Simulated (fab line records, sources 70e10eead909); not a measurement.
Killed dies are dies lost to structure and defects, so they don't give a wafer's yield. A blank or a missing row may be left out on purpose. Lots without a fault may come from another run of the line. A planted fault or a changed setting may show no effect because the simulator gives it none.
fab line records | flow nand_harc
record lots=6 wafers=18 last_day=33
route steps=1302 shown P_BONDPAD@366 A_START@389 A_ZERO_WELL@390 END@1302
lots that met no fault: from a run of the same line without faults
start_h: hours from the record's first day to the start of the lot's first wafer shown | wait_h: hours since the lot's step before | " the same as in the row above | L1.1+2: a row that stands for several wafers | - no value, or no start given | * or withheld: withheld | < > ~ a bound
route shown NAME@n: a module of which the file shows steps, and the number in the route of the first | usual: mean/standard deviation of fault-free wafers | same: alike in all rows | chamber/n: place in a boat | sites: the reading at each site | _std_site: their standard deviation | _edge_site: outer sites' mean less inner sites' | radius_mm: how far each site lies from the wafer's centre | mask NAME#n: copy n | behind: the tool/chamber that last shaped the wafer | hold: why the lot was held/for how many hours/how that ended | device: the transistor (n, p or np) that didn't switch | end of line: the same wafers' tests at the end of the route | a step without rows: its recipe alone | killed: dies lost to structure and defects at the first sort, not the wafer's yield | map: a wafer's dies, x killed, . not, _ none there
set.NAME: the setting as run; set.NAME@STEP: as run at that earlier step | model.NAME: the simulator's own value behind a step, which no gauge read
lots at some steps of the route; a table a step, a row a wafer
services: from which hour (start_h, from the record's first day; less than 0 if before it) a tool's chamber was out of use, for how many hours, and why
## steps
# step NHARC_P_BONDPAD_HARDBAKE_10
# recipe temp_c=118 time_s=65
# step NHARC_P_BONDPAD_DESCUM_11
# recipe time_s=3 o2_flow_sccm=200 ar_flow_sccm=0 bias_power_w=0 chemistry=O2
# step NHARC_P_BONDPAD_ETCH_37
# recipe target_depth_a=600 overetch_a=180 time_s=65.91 ion_energy_ev=200 n2_flow_sccm=150 h2_flow_sccm=150 ar_flow_sccm=0 rf_w=400 bias_w=150 chemistry=N2/H2
# usual drypump_motor_current_A=5.4/0.41 oes_product_au=0.995/0.0087 rf_vpp_V=429.8/2.7 showerhead_plenum_p_Torr=2.01/0.085 throttle_valve_pct=14.171/0.0089
# columns lot.wafer tool chamber start_h wait_h drypump_motor_current_A oes_product_au rf_hours_counter_h rf_vpp_V showerhead_plenum_p_Torr throttle_valve_pct
L373.4 rie_diel-07 0 147.66 0.1 5.8 1.003 0.9 434.1 2.15 14.172
L373.1 " 2 " " 5.8 0.978 0.8 428.4 1.96 14.169
L373.6 " 0 " " 5.8 1.009 - 433.3 2.15 14.164
L383.4 rie_diel-07 2 248.24 0.1 5.8 0.996 6.3 427.7 1.96 14.168
L383.2 " 3 " " 6.2 1.005 6.3 424.6 1.91 14.191
L383.5 " 3 " " 6.2 1.005 - 426.5 1.91 14.173
L384.4 rie_diel-13 3 252.39 0.1 5.5 0.983 3.1 434.7 2.17 14.159
L384.3 " 2 " " 4.9 0.992 0.6 433.3 2.09 14.166
L384.6 " 3 " " 5.5 0.972 - 433.9 2.17 14.175
L385.2 rie_diel-01 3 259.26 0.1 5.4 1.001 1.1 429.8 1.96 14.173
L385.3 " 1 " " 5.2 0.983 1.2 426.1 1.91 14.180
L385.1 " 2 " " 5.7 0.980 1.3 431.4 2.08 14.177
L391.4 rie_diel-01 3 320.85 0.1 5.4 1.002 3.0 427.4 1.96 14.170
L391.3 " 0 " " 5.1 1.014 2.7 429.6 2.01 14.158
L391.6 " 1 " " 5.2 1.002 - 425.6 1.91 14.177
L395.4 rie_diel-13 2 365.55 0.1 4.9 1.004 1.8 431.2 2.08 14.182
L395.2 " 0 " " 5.7 0.986 1.1 430.6 2.01 14.161
L395.5 " 2 " " 4.9 1.000 - 432.6 2.08 14.157
# step NHARC_P_BONDPAD_ETCH_12
# recipe target_depth_a=2000 time_s=100 chf3_flow_sccm=50 o2_flow_sccm=10 ar_flow_sccm=200 rf_w=500 bias_w=200 chemistry=CHF3/O2
# usual chf3_flow_sccm=49.97/0.14 drypump_motor_current_A=5.4/0.42 oes_product_au=0.937/0.02 rf_vpp_V=369.8/2.3 showerhead_plenum_p_Torr=2.37/0.092 throttle_valve_pct=20.573/0.009
# columns lot.wafer tool chamber start_h wait_h chf3_flow_sccm drypump_motor_current_A oes_product_au rf_hours_counter_h rf_vpp_V showerhead_plenum_p_Torr throttle_valve_pct
L373.4 rie_diel-07 2 - - 49.84 5.8 0.899 0.8 369.6 2.32 20.566
L373.1 " 3 " " 50.09 6.2 0.927 0.8 368.2 2.26 20.566
L373.6 " 2 " " 49.83 5.8 0.911 - 368.2 2.32 20.559
L383.4 rie_diel-07 0 - - 50.13 5.8 0.971 6.2 374.0 2.52 20.582
L383.2 " 1 " " 50.18 6.4 0.953 6.2 372.4 2.47 20.559
L383.5 " 0 " " 50.02 5.8 0.970 - 372.5 2.52 20.571
L384.4 rie_diel-13 1 - - 50.14 4.8 0.946 3.3 366.3 2.26 20.568
L384.3 " 0 " " 50.11 5.7 0.966 3.0 369.7 2.37 20.586
L384.6 " 2 " " 50.13 4.9 0.951 - 372.0 2.45 20.575
L385.1 rie_diel-01 3 - - 49.87 5.4 0.928 1.1 368.3 2.32 20.551
L385.2 " 1 " " 49.81 5.2 0.927 1.2 368.2 2.26 20.585
L385.3 " 2 " " 50.00 5.7 0.919 1.3 371.4 2.44 20.587
L391.4 rie_diel-01 3 - - 49.88 5.3 0.922 3.0 367.7 2.32 20.574
L391.3 " 1 " " 50.00 5.2 0.926 2.7 366.8 2.26 20.578
L391.6 " 3 " " 50.07 5.3 0.926 - 367.6 2.32 20.569
L395.4 rie_diel-13 3 - - 50.05 5.5 0.963 1.8 373.2 2.54 20.566
L395.2 " 1 " " 50.22 4.7 0.948 2.2 367.1 2.25 20.585
L395.5 " 2 " " 50.00 4.9 0.961 - 372.1 2.45 20.578
# step NHARC_P_BONDPAD_CD_MEAS_13
# usual cd_nm=499.7/1.8
# columns lot.wafer tool chamber start_h wait_h cd_nm
L373.1 cd_sem-01 - 147.89 - 500.5
L373.4 " - " " 500.4
L373.6 " - " " 499.1
L383.2 cd_sem-03 - 248.47 - 501.0
L383.4 " - " " 500.3
L383.5 " - " " 499.9
L384.3 cd_sem-01 - 252.63 - 500.2
L384.4 " - " " 501.2
L384.6 " - " " 497.7
L385.1 cd_sem-02 - 259.49 - 499.5
L385.2 " - " " 502.1
L385.3 " - " " 500.1
L391.3 cd_sem-01 - 321.08 - 499.6
L391.4 " - " " 498.2
L391.6 " - " " 502.6
L395.2 cd_sem-01 - 365.77 - 501.3
L395.4 " - " " 500.4
L395.5 " - " " 499.5
# step NHARC_P_BONDPAD_STRIP_15
# recipe o2_flow_sccm=500 ar_flow_sccm=0 bias_w=0 chemistry=O2
# usual drypump_motor_current_A=5.6/0.48 oes_product_au=0.996/0.01 rf_vpp_V=57.7/0.86 showerhead_plenum_p_Torr=3.50/0.14 throttle_valve_pct=17.037/0.0093
# columns lot.wafer tool chamber start_h wait_h drypump_motor_current_A oes_product_au rf_hours_counter_h rf_vpp_V showerhead_plenum_p_Torr throttle_valve_pct
L373.1 rie_diel-07 2 147.96 0.1 5.8 0.972 0.9 57.5 3.41 17.035
L373.4 " 1 " " 6.4 0.986 1.0 58.4 3.63 17.040
L373.6 " 2 " " 5.8 0.964 - 58.6 3.41 17.047
L383.4 rie_diel-13 3 248.56 0.1 5.5 0.986 3.0 59.2 3.73 17.033
L383.2 " 0 " " 5.7 1.005 2.9 59.6 3.48 17.028
L383.5 " 3 " " 5.5 0.995 - 58.6 3.73 17.037
L384.3 rie_diel-07 1 252.70 0.1 6.4 0.999 6.3 59.7 3.62 17.035
L384.4 " 0 " " 5.8 1.010 6.3 56.0 3.70 17.023
L384.6 " 1 " " 6.4 0.988 - 58.5 3.62 17.030
L385.2 rie_diel-07 2 259.56 0.1 5.8 0.981 6.5 57.8 3.40 17.056
L385.1 " 3 " " 6.2 1.002 6.5 57.3 3.32 17.050
L385.3 " 1 " " 6.4 0.998 6.4 57.1 3.62 17.045
L391.3 rie_diel-07 1 321.14 0.1 6.4 0.995 0.7 58.0 3.62 17.039
L391.6 " 1 " " 6.4 0.991 - 58.2 3.62 17.034
L391.4 " 3 " " 6.2 0.993 - 58.0 3.32 17.039
L395.4 rie_diel-13 2 365.85 0.1 4.9 0.997 1.8 56.5 3.60 17.047
L395.2 " 3 " " 5.5 0.995 1.8 57.0 3.73 17.042
L395.5 " 2 " " 4.9 1.007 - 57.9 3.60 17.041
# step NHARC_P_BONDPAD_ETCH_24
# recipe target_depth_a=300 over_etch_frac=0.3 time_s=72.99 ion_energy_ev=150 cf4_flow_sccm=50 n2_flow_sccm=100 ar_flow_sccm=150 rf_w=300 bias_w=100 chemistry=CF4/N2
# step NHARC_P_BONDPAD_STRIP_16
# recipe time_s=600 temp_c=30 chemistry=post_etch_residue_remover
# step NHARC_P_BONDPAD_DEGAS_25
# recipe temp_c=300 time_s=60
# usual heater_power_w=458/45
# columns lot.wafer tool chamber start_h wait_h heater_power_w
L373.1 pvd_sputter-01 - 148.51 - 500
L373.4 " - " " 420
L373.6 " - " " 404
L383.2 pvd_sputter-01 - 249.11 - 467
L383.4 " - " " 428
L383.5 " - " " 429
L384.3 pvd_sputter-02 - 253.24 - 396
L384.4 " - " " 464
L384.6 " - " " 474
L385.2 pvd_sputter-03 - 260.11 - 530
L385.1 " - " " 449
L385.3 " - " " 444
L391.3 pvd_sputter-02 - 321.74 - 515
L391.4 " - " " 437
L391.6 " - " " 520
L395.2 pvd_sputter-01 - 366.40 - 435
L395.4 " - " " 431
L395.5 " - " " 418
# step NHARC_P_BONDPAD_PRE_CLEAN_26
# recipe time_s=30 temp_c=280 gas=H2/He
# step NHARC_P_BONDPAD_PVD_17
# recipe target_thk_a=50 bias_v=168.6 power_w=15000 chamber_pressure_pa=0.12 time_s=8.06 substrate_temp_c=50 material=TaN
# step NHARC_P_BONDPAD_PVD_27
# recipe target_thk_a=300 chamber_pressure_pa=5 power_w=5000 substrate_temp_c=30 time_s=20.49 material=Cu
# step NHARC_P_BONDPAD_ECD_18
# recipe target_thk_a=4000 bath_temp_c=25 material=Cu
# usual bath_heat_duty_pct=5.7/0.56
# columns lot.wafer tool chamber start_h wait_h bath_heat_duty_pct
L373.1 ecd_cu-01 0 148.87 - 5.3
L373.4 " 0 " " 5.7
L373.6 " 0 " " 4.6
L383.2 ecd_cu-01 0 249.50 - 5.0
L383.4 " 1 " " 6.5
L383.5 " 0 " " 5.0
L384.3 ecd_cu-02 1 253.70 - 5.2
L384.4 " 0 " " 6.3
L384.6 " 1 " " 4.7
L385.2 ecd_cu-01 1 260.47 - 6.4
L385.1 " 0 " " 5.8
L385.3 " 0 " " 5.3
L391.4 ecd_cu-02 1 322.19 - 4.9
L391.3 " 0 " " 5.6
L391.6 " 1 " " 5.7
L395.2 ecd_cu-01 1 366.80 - 6.2
L395.4 " 1 " " 6.0
L395.5 " 0 " " 5.0
# step NHARC_P_BONDPAD_ANNEAL_28
# recipe temp_c=225 time_s=90
# step NHARC_P_BONDPAD_CMP_19
# recipe t_overpolish_s=30 cu_recess_touch_s=16 target_thk_nm=160.81
# step NHARC_P_BONDPAD_SRD_21
# recipe time_s=30 temp_c=23 dry_time_s=20 spin_rpm=1500
# step NHARC_P_BONDPAD_INSPECT_23
# usual raw_defect_count=319/110
# columns lot.wafer tool chamber start_h wait_h raw_defect_count
L373.1 defect_inspect-02 - 150.15 0.0 209
L373.4 " - " " 220
L373.6 " - " " 213
L383.2 defect_inspect-01 - 250.71 0.0 150
L383.4 " - " " 175
L383.5 " - " " 288
L384.3 defect_inspect-02 - 254.87 0.0 243
L384.4 " - " " 240
L384.6 " - " " 335
L385.1 defect_inspect-02 - 261.74 0.0 540
L385.2 " - " " 588
L385.3 " - " " 491
L391.3 defect_inspect-02 - 323.35 0.0 214
L391.4 " - " " 363
L391.6 " - " " 241
L395.2 defect_inspect-02 - 368.00 0.0 231
L395.4 " - " " 324
L395.5 " - " " 240
# step NHARC_P_BONDPAD_ACTIVATE_29
# recipe time_s=60 n2_flow_sccm=200 ar_flow_sccm=0 bias_power_w=0 chemistry=N2
# usual drypump_motor_current_A=5.5/0.48 oes_product_au=0.995/0.0087 rf_vpp_V=64.0/0.89 showerhead_plenum_p_Torr=1.75/0.075
# same bias_power_w=0
# columns lot.wafer tool chamber start_h wait_h drypump_motor_current_A oes_product_au rf_hours_counter_h rf_vpp_V showerhead_plenum_p_Torr
L373.4 rie_diel-13 1 150.22 0.1 4.7 1.002 9.9 63.6 1.66
L373.1 " 3 " " 5.5 0.981 8.5 62.9 1.88
L373.6 " 1 " " 4.7 0.995 - 63.7 1.66
L383.2 rie_diel-01 2 250.77 0.1 5.7 0.986 1.2 63.3 1.80
L383.4 " 3 " " 5.3 1.003 1.0 63.6 1.70
L383.5 " 3 " " 5.3 0.999 - 62.4 1.70
L384.4 rie_diel-13 1 254.93 0.1 4.7 0.991 4.3 63.7 1.65
L384.3 " 0 " " 5.8 1.000 4.0 66.0 1.74
L384.6 " 2 " " 4.9 0.990 - 64.6 1.81
L385.1 rie_diel-13 0 261.80 0.1 5.7 1.002 4.2 64.5 1.74
L385.3 " 2 " " 4.9 1.008 1.4 63.3 1.81
L385.2 " 3 " " 5.5 0.994 3.9 64.5 1.88
L391.4 rie_diel-01 1 323.41 0.1 5.1 0.987 2.7 63.6 1.65
L391.3 " 0 " " 5.1 1.008 2.7 64.4 1.74
L391.6 " 1 " " 5.1 0.984 - 63.4 1.65
L395.2 rie_diel-13 3 368.08 0.1 5.5 0.997 1.9 64.8 1.87
L395.4 " 1 " " 4.7 1.002 2.3 63.5 1.65
L395.5 " 2 " " 4.9 1.004 - 64.9 1.80
# step NHARC_P_BONDPAD_PRECLEAN_30
# recipe time_s=300 temp_c=23 chemistry=DIW
# step NHARC_P_BONDPAD_SRD_31
# recipe time_s=30 temp_c=23 dry_time_s=20 spin_rpm=1500
# step NHARC_A_START_INSPECT_01
# usual raw_defect_count=2.9/1.7
# columns lot.wafer tool chamber start_h wait_h raw_defect_count
L373.1 defect_inspect-02 - 150.62 - 1
L373.4 " - " " 2
L373.6 " - " " 3
L383.4 defect_inspect-01 - 251.18 - 2
L383.5 " - " " 1
L384.3 defect_inspect-02 - 255.35 - 4
L384.4 " - " " 3
L384.6 " - " " 4
L385.1 defect_inspect-01 - 262.21 - 5
L385.3 " - " " 3
L391.3 defect_inspect-01 - 323.82 - 2
L391.4 " - " " 2
L391.6 " - " " 2
L395.2 defect_inspect-02 - 368.47 - 1
L395.4 " - " " 2
L395.5 " - " " 4
# step NHARC_A_ZERO_WELL_PRECLEAN_00
# recipe time_s=600 temp_c=120 chemistry=SPM
# step NHARC_A_ZERO_WELL_SRD_01
# step NHARC_A_ZERO_WELL_DEHYDRATE_02
# recipe temp_c=150 time_s=120
# step NHARC_A_ZERO_WELL_HMDS_03
# recipe time_s=30
# step NHARC_A_ZERO_WELL_COAT_18
# recipe temp_c=200 time_s=65
# step NHARC_A_ZERO_WELL_COAT_04
# recipe spin_rpm=2000 resist_thk_nm=600
# step NHARC_A_ZERO_WELL_SOFTBAKE_05
# recipe temp_c=125 time_s=70
# step NHARC_A_ZERO_WELL_EBR_06
# step NHARC_A_ZERO_WELL_EXPOSE_07
# recipe na=0.55 dose_mj=33.85 mask_id=A_ZERO
# step NHARC_A_ZERO_WELL_PEB_08
# recipe peb_temp_c=128 peb_time_s=80
# step NHARC_A_ZERO_WELL_DEVELOP_09
# recipe time_s=50 dev_temp_c=22
# step NHARC_A_ZERO_WELL_CD_MEAS_10
# recipe target_cd_nm=2000 landing_energy_ev=500
# usual cd_nm=1999.7/1.9
# columns lot.wafer tool chamber start_h wait_h cd_nm
L373.1 cd_sem-01 0 151.46 - 1999.4
L373.4 " 0 " " 1997.0
L373.6 " 0 " " 2001.9
L383.4 cd_sem-01 0 252.03 - 1999.0
L383.5 " 0 " " 1997.8
L384.3 cd_sem-03 0 256.19 - 1998.2
L384.4 " 0 " " 1996.4
L384.6 " 0 " " 2000.3
L385.1 cd_sem-03 0 263.11 - 1997.3
L385.3 " 0 " " 2002.2
L391.3 cd_sem-03 0 324.54 - 1999.5
L391.4 " 0 " " 2002.8
L391.6 " 0 " " 2001.5
L395.2 cd_sem-03 0 369.18 - 1999.8
L395.4 " 0 " " 1998.1
L395.5 " 0 " " 1997.3
# step NHARC_A_ZERO_WELL_HARDBAKE_11
# recipe temp_c=118 time_s=65
# step NHARC_A_ZERO_WELL_DESCUM_12
# recipe time_s=3 o2_flow_sccm=200 ar_flow_sccm=0 bias_power_w=0 chemistry=O2
# step NHARC_A_ZERO_WELL_ETCH_19
# recipe target_depth_a=800 overetch_a=240 time_s=87.88 ion_energy_ev=200 n2_flow_sccm=150 h2_flow_sccm=150 ar_flow_sccm=0 rf_w=400 bias_w=150 chemistry=N2/H2
# step NHARC_A_ZERO_WELL_ETCH_13
# recipe target_depth_a=1200 time_s=40.1 hbr_flow_sccm=150 cl2_flow_sccm=50 rf_w=400 icp_w=400 bias_w=100 chemistry=HBr/Cl2
# step NHARC_A_ZERO_WELL_STRIP_14
# recipe time_s=900 temp_c=130 chemistry=SPM
# step NHARC_END_SORT_01
# recipe temp_c=25
# usual defect_limited_yield=91.6/2.8 killed_at_array=53/19 killed_at_other=0.8/1.2 killed_at_periphery=3.7/2.3 killed_dies=57/19 killed_open=3.2/1.7 killed_short=2.6/1.8 sort_bin_2_pct=3.0/1.2 sort_bin_3_pct=0.7/0.4 sort_bin_4_pct=4.8/1.5 sort_n_pass=620/19 sort_rim_yield_pct=90/4.8 sort_yield_pct=91.6/2.8
# same gross_dies=677 sort_bin_5_pct[%]=0 sort_bin_6_pct[%]=0 sort_bin_7_pct[%]=0 sort_bin_8_pct[%]=0 sort_rim_n_gross=106.00
# columns lot.wafer tool chamber start_h wait_h defect_limited_yield[%] killed_at_array killed_at_other killed_at_periphery killed_dies killed_open killed_short sort_bin_2_pct[%] sort_bin_3_pct[%] sort_bin_4_pct[%] sort_n_pass sort_rim_yield_pct[%] sort_yield_pct[%]
L383.2 prober-01 0 670.81 2.8 0 16 0 661 677 0 2 98.5 0.3 1.2 0 0 0
L383.4 prober-01 0 672.41 3.4 96.3 22 0 3 25 2 3 0.3 0.3 3.1 652 98 96.3
L383.5 prober-01 0 673.21 3.7 95.4 27 1 3 31 5 3 2.2 0 2.4 646 96 95.4
L385.2 prober-01 0 699.26 2.8 0 55 0 622 677 4 1 94.2 0.4 5.3 0 0 0
# killed by level:class
L383.2 P_BONDPAD:area_ecd=659 A_CHANNEL_HOLE_D1:chamber_film_flake=4 A_STAIRCASE:chamber_film_flake=3 P_M1:chamber_film_flake=2 A_CHANNEL_FILL_D2:chamber_film_flake=2 A_ONON_D1:geometric_particle:short=1 A_WL_FILL:geometric_particle:short=1 A_ZERO_WELL:chamber_film_flake=1
L383.4 A_CHANNEL_HOLE_D1:chamber_film_flake=9 A_CHANNEL_FILL_D2:chamber_film_flake=3 A_ONON_D2:geometric_particle:short=2 P_M1:chamber_film_flake=2 A_SLIT:chamber_film_flake=2 A_CONTACT:chamber_film_flake=2 P_M0:geometric_particle:open=1 A_WL_FILL:geometric_particle:short=1
L383.5 A_CHANNEL_HOLE_D1:chamber_film_flake=11 A_CHANNEL_FILL_D2:chamber_film_flake=5 P_M1:chamber_film_flake=2 A_CHANNEL_FILL_D1:chamber_film_flake=2 P_CONTACT:geometric_particle:open=1 A_DECK1_JOINT:geometric_particle:open=1 A_ONON_D2:geometric_particle:open=1 A_CHANNEL_FILL_D2:geometric_particle:short=1
L385.2 P_BONDPAD:area_ecd=619 A_CHANNEL_HOLE_D1:chamber_film_flake=32 A_CHANNEL_HOLE_D2:chamber_film_flake=17 P_M0:geometric_particle:open=1 P_M1:geometric_particle:open=1 A_SOURCE_PLATE:geometric_particle:open=1 A_DECK1_JOINT:geometric_particle:open=1 A_M1:geometric_particle:short=1
# map L383.2 (x killed, . not)
____________x____________
_________xxxxxxx_________
_______xxxxxxxxxxx_______
______xxxxxxxxxxxxx______
_____xxxxxxxxxxxxxxx_____
____xxxxxxxxxxxxxxxxx____
____xxxxxxxxxxxxxxxxx____
___xxxxxxxxxxxxxxxxxxx___
___xxxxxxxxxxxxxxxxxxx___
__xxxxxxxxxxxxxxxxxxxxx__
__xxxxxxxxxxxxxxxxxxxxx__
_xxxxxxxxxxxxxxxxxxxxxxx_
_xxxxxxxxxxxxxxxxxxxxxxx_
_xxxxxxxxxxxxxxxxxxxxxxx_
_xxxxxxxxxxxxxxxxxxxxxxx_
_xxxxxxxxxxxxxxxxxxxxxxx_
xxxxxxxxxxxxxxxxxxxxxxxxx
xxxxxxxxxxxxxxxxxxxxxxxxx
xxxxxxxxxxxxxxxxxxxxxxxxx
xxxxxxxxxxxxxxxxxxxxxxxxx
xxxxxxxxxxxxxxxxxxxxxxxxx
_xxxxxxxxxxxxxxxxxxxxxxx_
_xxxxxxxxxxxxxxxxxxxxxxx_
_xxxxxxxxxxxxxxxxxxxxxxx_
_xxxxxxxxxxxxxxxxxxxxxxx_
_xxxxxxxxxxxxxxxxxxxxxxx_
__xxxxxxxxxxxxxxxxxxxxx__
__xxxxxxxxxxxxxxxxxxxxx__
___xxxxxxxxxxxxxxxxxxx___
___xxxxxxxxxxxxxxxxxxx___
____xxxxxxxxxxxxxxxxx____
____xxxxxxxxxxxxxxxxx____
_____xxxxxxxxxxxxxxx_____
______xxxxxxxxxxxxx______
_______xxxxxxxxxxx_______
_________xxxxxxx_________
____________x____________
# map L385.2 (x killed, . not)
____________x____________
_________xxxxxxx_________
_______xxxxxxxxxxx_______
______xxxxxxxxxxxxx______
_____xxxxxxxxxxxxxxx_____
____xxxxxxxxxxxxxxxxx____
____xxxxxxxxxxxxxxxxx____
___xxxxxxxxxxxxxxxxxxx___
___xxxxxxxxxxxxxxxxxxx___
__xxxxxxxxxxxxxxxxxxxxx__
__xxxxxxxxxxxxxxxxxxxxx__
_xxxxxxxxxxxxxxxxxxxxxxx_
_xxxxxxxxxxxxxxxxxxxxxxx_
_xxxxxxxxxxxxxxxxxxxxxxx_
_xxxxxxxxxxxxxxxxxxxxxxx_
_xxxxxxxxxxxxxxxxxxxxxxx_
xxxxxxxxxxxxxxxxxxxxxxxxx
xxxxxxxxxxxxxxxxxxxxxxxxx
xxxxxxxxxxxxxxxxxxxxxxxxx
xxxxxxxxxxxxxxxxxxxxxxxxx
xxxxxxxxxxxxxxxxxxxxxxxxx
_xxxxxxxxxxxxxxxxxxxxxxx_
_xxxxxxxxxxxxxxxxxxxxxxx_
_xxxxxxxxxxxxxxxxxxxxxxx_
_xxxxxxxxxxxxxxxxxxxxxxx_
_xxxxxxxxxxxxxxxxxxxxxxx_
__xxxxxxxxxxxxxxxxxxxxx__
__xxxxxxxxxxxxxxxxxxxxx__
___xxxxxxxxxxxxxxxxxxx___
___xxxxxxxxxxxxxxxxxxx___
____xxxxxxxxxxxxxxxxx____
____xxxxxxxxxxxxxxxxx____
_____xxxxxxxxxxxxxxx_____
______xxxxxxxxxxxxx______
_______xxxxxxxxxxx_______
_________xxxxxxx_________
____________x____________
## services
# columns tool chamber start_h hours kind
rie_diel-13 0 144.14 - clean
rie_diel-01 2 149.37 35.2 repair
ecd_cu-01 - 160.00 8.0 pm
rie_diel-13 - 165.00 9.0 pm
pvd_sputter-03 - 170.18 10.0 pm
rie_diel-13 0 175.52 3.4 repair
rie_diel-01 - 203.80 9.0 pm
rie_diel-13 2 225.09 21.4 repair
pvd_sputter-01 - 226.00 10.0 pm
ecd_cu-02 - 244.00 8.0 pm
pvd_sputter-01 - 272.83 5.4 repair
pvd_sputter-02 - 282.00 10.0 pm
rie_diel-07 2 286.92 3.3 repair
rie_diel-07 - 294.20 9.0 pm
rie_diel-07 0 318.46 11.5 repair
rie_diel-07 1 322.69 3.7 repair
rie_diel-01 0 328.31 10.0 repair
rie_diel-01 1 334.30 5.2 repair
ecd_cu-01 - 336.00 8.0 pm
rie_diel-13 - 342.00 9.0 pm
pvd_sputter-03 - 348.18 10.0 pm
rie_diel-07 2 351.74 63.2 repair
rie_diel-01 0 354.52 5.8 repair
ecd_cu-02 - 359.94 2.8 repair
## key
first_sign step=NHARC_END_SORT_01 reading=killed_at_periphery direction=up sigmas=99+ usual=3.7 struck=641.5
effect step=NHARC_END_SORT_01 reading=sort_bin_2_pct direction=up sigmas=76 usual=3.0 struck=96.4
more_kills_born_at NHARC_P_BONDPAD_ECD_18@ecd_cu-01=1278
met_at NHARC_P_BONDPAD_ECD_18
struck_wafers L383.2,L385.2
later_rows_left_out L383.2,L385.2
onset_between 148.87 249.50
fault kind=process_parameter_drift tool=ecd_cu-01 chamber=- onset_h=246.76 steps=NHARC_P_BONDPAD_ECD_18 channel=target_thk_a offset=* shape=step end_h=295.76 scope=struck_wafers_only acts_in=* stated=*
# later_rows_left_out: the simulator's readings of these wafers behind a module that went badly wrong aren't trusted and aren't shown, but for the sort
